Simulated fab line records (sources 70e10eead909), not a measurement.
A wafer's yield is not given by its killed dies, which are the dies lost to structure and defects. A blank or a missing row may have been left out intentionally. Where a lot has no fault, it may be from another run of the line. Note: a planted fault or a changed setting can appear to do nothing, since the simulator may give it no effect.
Which of the tools did it? -- flow nandHarc -- Sampling: 11 lots, 33 wafers, 4 of 1302 route steps

== WHAT THE GAUGES SHOWED, per wafer ==
The record holds no reading of a measuring or inspecting step that can be judged against a usual standard deviation.

== TOOL THAT RAN EACH LOT (tool first, then ch and the chambers of the sampled wafers, then the start) ==
lot,NHARC_P_ZERO_WELL_ETCH_62,NHARC_P_ZERO_WELL_DESCUM_39,NHARC_P_ZERO_WELL_DESCUM_54,NHARC_P_STI_ETCH_31
L278,"rieDiel-05 ch 2,3, day 2 00:24 or earlier","rieDiel-09 ch 2,3, day 2 00:24","rieDiel-05 ch 2,3, day 2 02:04","rieDiel-06 ch 0,1,2, no start"
L280,"rieDiel-05 ch 1,3, day 2 20:32 or earlier","rieDiel-09 ch 0,2, day 2 20:32","rieDiel-09 ch 0,2, day 2 22:10","rieDiel-06 ch 0,1,2, no start"
L281,"rieDiel-08 ch 1,2,3, day 3 07:23 or earlier","rieDiel-08 ch 0,2,3, day 3 07:23","rieDiel-08 ch 0,1,3, day 3 08:55","rieDiel-11 ch 0,1,2, no start"
L291,"rieDiel-08 ch 1,3, day 7 10:59 or earlier","rieDiel-05 ch 0,1,2, day 7 10:59","rieDiel-08 ch 2,3, day 7 12:31","rieDiel-11 ch 1,2,3, no start"
L292,"rieDiel-05 ch 0,3, day 7 20:02 or earlier","rieDiel-05 ch 0,1, day 7 20:02","rieDiel-08 ch 1,2, day 7 21:33","rieDiel-11 ch 0,1,2, no start"
L293,"rieDiel-05 ch 0,1,2, day 8 06:08 or earlier","rieDiel-05 ch 1,2, day 8 06:08","rieDiel-09 ch 1,2,3, day 8 07:41","rieDiel-06 ch 0,2, no start"
L294,"rieDiel-05 ch 0,2, day 8 16:11 or earlier","rieDiel-08 ch 0,1, day 8 16:11","rieDiel-05 ch 0,1, day 8 17:42","rieDiel-01 ch 1,2,3, no start"
L295,"rieDiel-05 ch 0,2,3, day 9 02:23 or earlier","rieDiel-05 ch 0,1, day 9 02:23","rieDiel-05 ch 0,1,2, day 9 03:56","rieDiel-11 ch 1,2,3, no start"
L299,"rieDiel-08 ch 0,3, day 10 23:57 or earlier","rieDiel-08 ch 0,1,2, day 10 23:57","rieDiel-05 ch 0,1,3, day 11 01:35","rieDiel-06 ch 0,1,2, no start"
L300,"rieDiel-05 ch 2,3, day 11 04:17 or earlier","rieDiel-09 ch 0,1, day 11 04:17","rieDiel-09 ch 0,2,3, day 11 05:56","rieDiel-06 ch 2,3, no start"
L301,"rieDiel-08 ch 0,1, day 11 14:28 or earlier","rieDiel-08 ch 0,1,2, day 11 14:28","rieDiel-08 ch 0,1,3, day 11 16:00","rieDiel-06 ch 1,2,3, no start"
- NHARC_P_ZERO_WELL_ETCH_62: etches the open film in CHF3/Ar, target depth 13 nm, time 6.5 s.
- NHARC_P_ZERO_WELL_DESCUM_39: chemistry O2, time 3 s.
- NHARC_P_ZERO_WELL_DESCUM_54: chemistry O2, time 3 s.
- NHARC_P_STI_ETCH_31: etches the open film in CF4/CHF3, target depth 108.9 nm, time 54.5 s.

== AS READ BY THE TOOLS THEMSELVES (means over the sampled wafers that have a number; for cases with no such wafer, the mark the record gives instead) ==
NHARC_P_ZERO_WELL_ETCH_62. Usual: biasW 200.0 W, standard deviation 0.59; drypumpMotorCurrentA 6.15 A, standard deviation 0.23; oesProductAu 0.955 a.u., standard deviation 0.019; rfVppV 369.5 V, standard deviation 2.1; showerheadPlenumPTorr 2.29 Torr, standard deviation 0.088; throttleValvePct 20.217 %, standard deviation 0.0091.
lot,tool,biasW (W),drypumpMotorCurrentA (A),oesProductAu (a.u.),rfVppV (V),showerheadPlenumPTorr (Torr),throttleValvePct (%),flag
L278,rieDiel-05,200.6,6.31,0.935,367.3,2.24,20.219,
L280,rieDiel-05,200.4,6.18,0.966,369.6,2.28,20.221,
L281,rieDiel-08,199.3,6.17,0.947,368.3,2.23,20.219,
L291,rieDiel-08,200.5,6.17,0.922,368.5,2.25,20.212,
L292,rieDiel-05,199.8,6.22,0.978,367.7,2.24,20.217,
L293,rieDiel-05,199.7,6.02,0.967,369.6,2.30,20.213,
L294,rieDiel-05,200.1,6.02,0.973,369.2,2.29,20.218,
L295,rieDiel-05,200.5,6.11,0.954,369.3,2.26,20.216,
L299,rieDiel-08,200.3,6.36,0.925,370.7,2.35,20.219,
L300,rieDiel-05,200.3,6.30,0.975,368.3,2.21,20.217,
L301,rieDiel-08,200.1,6.26,0.927,371.8,2.43,20.211,

NHARC_P_ZERO_WELL_DESCUM_39. Usual: drypumpMotorCurrentA 6.12 A, standard deviation 0.25; o2FlowSccm 200.0 sccm, standard deviation 0.64; oesProductAu 1.000 a.u., standard deviation 0.0099; rfVppV 57.7 V, standard deviation 0.86; showerheadPlenumPTorr 1.89 Torr, standard deviation 0.089; throttleValvePct 11.311 %, standard deviation 0.0086.
lot,tool,drypumpMotorCurrentA (A),o2FlowSccm (sccm),oesProductAu (a.u.),rfVppV (V),showerheadPlenumPTorr (Torr),throttleValvePct (%),flag
L278,rieDiel-09,6.09,199.3,1.007,57.2,1.97,11.309,
L280,rieDiel-09,6.36,199.7,0.987,57.7,1.85,11.316,
L281,rieDiel-08,6.33,200.1,0.995,57.6,1.88,11.308,
L291,rieDiel-05,6.00,199.7,0.993,57.1,1.88,11.309,
L292,rieDiel-05,5.91,200.3,0.989,57.6,1.89,11.309,
L293,rieDiel-05,6.11,200.6,0.995,58.0,1.86,11.313,
L294,rieDiel-08,6.11,199.8,1.006,57.4,1.82,11.308,
L295,rieDiel-05,5.92,200.2,0.992,57.4,1.89,11.313,
L299,rieDiel-08,6.22,199.4,1.004,58.4,1.94,11.317,
L300,rieDiel-09,6.13,199.0,0.993,57.7,1.90,11.307,
L301,rieDiel-08,6.23,200.2,1.007,57.7,1.93,11.314,

NHARC_P_ZERO_WELL_DESCUM_54. Usual: drypumpMotorCurrentA 6.14 A, standard deviation 0.25; o2FlowSccm 199.9 sccm, standard deviation 0.6; oesProductAu 0.999 a.u., standard deviation 0.01; rfVppV 57.6 V, standard deviation 0.88; showerheadPlenumPTorr 1.88 Torr, standard deviation 0.09; throttleValvePct 11.311 %, standard deviation 0.0093.
lot,tool,drypumpMotorCurrentA (A),o2FlowSccm (sccm),oesProductAu (a.u.),rfVppV (V),showerheadPlenumPTorr (Torr),throttleValvePct (%),flag
L278,rieDiel-05,6.31,200.5,0.999,57.4,1.82,11.315,
L280,rieDiel-09,6.35,200.1,0.991,57.7,1.85,11.320,
L281,rieDiel-08,6.21,199.7,0.992,57.2,1.87,11.318,
L291,rieDiel-08,6.31,226.6,1.009,56.8,1.98,11.910,OFF
L292,rieDiel-08,6.06,213.4,0.998,58.1,1.85,11.610,OFF
L293,rieDiel-09,5.93,199.4,1.000,57.4,1.97,11.310,
L294,rieDiel-05,5.99,199.3,0.998,58.4,1.89,11.312,
L295,rieDiel-05,5.99,199.2,1.004,57.8,1.88,11.310,
L299,rieDiel-05,6.09,199.6,1.004,57.5,1.85,11.314,
L300,rieDiel-09,6.22,199.5,1.001,56.8,1.89,11.317,
L301,rieDiel-08,6.21,199.5,0.997,57.8,1.96,11.317,

NHARC_P_STI_ETCH_31. Usual: biasW 200.0 W, standard deviation 0.56; drypumpMotorCurrentA 5.59 A, standard deviation 0.24; oesProductAu 0.964 a.u., standard deviation 0.018; rfVppV 371.2 V, standard deviation 1.9; showerheadPlenumPTorr 1.59 Torr, standard deviation 0.052; throttleValvePct 16.803 %, standard deviation 0.0082.
lot,tool,biasW (W),drypumpMotorCurrentA (A),oesProductAu (a.u.),rfVppV (V),showerheadPlenumPTorr (Torr),throttleValvePct (%),flag
L278,rieDiel-06,200.3,5.71,0.963,371.2,1.60,16.802,
L280,rieDiel-06,199.8,5.73,0.963,372.4,1.60,16.799,
L281,rieDiel-11,199.8,5.57,0.964,371.0,1.59,16.809,
L291,rieDiel-11,200.0,5.49,0.964,371.2,1.60,16.802,
L292,rieDiel-11,199.8,5.55,0.979,371.3,1.59,16.804,
L293,rieDiel-06,200.1,5.60,0.965,368.8,1.55,16.813,
L294,rieDiel-01,199.6,5.52,0.976,369.3,1.55,16.802,
L295,rieDiel-11,199.6,5.49,0.938,371.4,1.60,16.799,
L299,rieDiel-06,200.2,5.70,0.964,371.4,1.60,16.803,
L300,rieDiel-06,200.4,5.53,0.949,370.7,1.57,16.798,
L301,rieDiel-06,200.2,5.68,0.979,371.5,1.61,16.806,

== THE ANSWER, worked out from the rows above alone ==
Rule: a lot counts as off when the mean over its wafers that have a number is more than 3 standard deviations away from the usual mean. A lot without any number at a reading at which 4 lots or more have one is off too. The other lots that the step has rows for count as sound. Order of review: gauges by route order, followed by the tools' own readings, for which a lot's mean as printed above is used. At the first step where some lot is off, the reading lying furthest off is the one used; lots without a number count as furthest.
Off, at NHARC_P_ZERO_WELL_DESCUM_54 on throttleValvePct: L291, L292.
A tool fits if, at that step or a process step before it, it ran every lot that is off, and no sound lot after the first of them. With no start given for some of its lots, NHARC_P_ZERO_WELL_ETCH_62 uses the hours and lot order of NHARC_P_ZERO_WELL_DESCUM_39. None of those tried fits.

== WHAT THE SIMULATOR HAD PUT IN ==
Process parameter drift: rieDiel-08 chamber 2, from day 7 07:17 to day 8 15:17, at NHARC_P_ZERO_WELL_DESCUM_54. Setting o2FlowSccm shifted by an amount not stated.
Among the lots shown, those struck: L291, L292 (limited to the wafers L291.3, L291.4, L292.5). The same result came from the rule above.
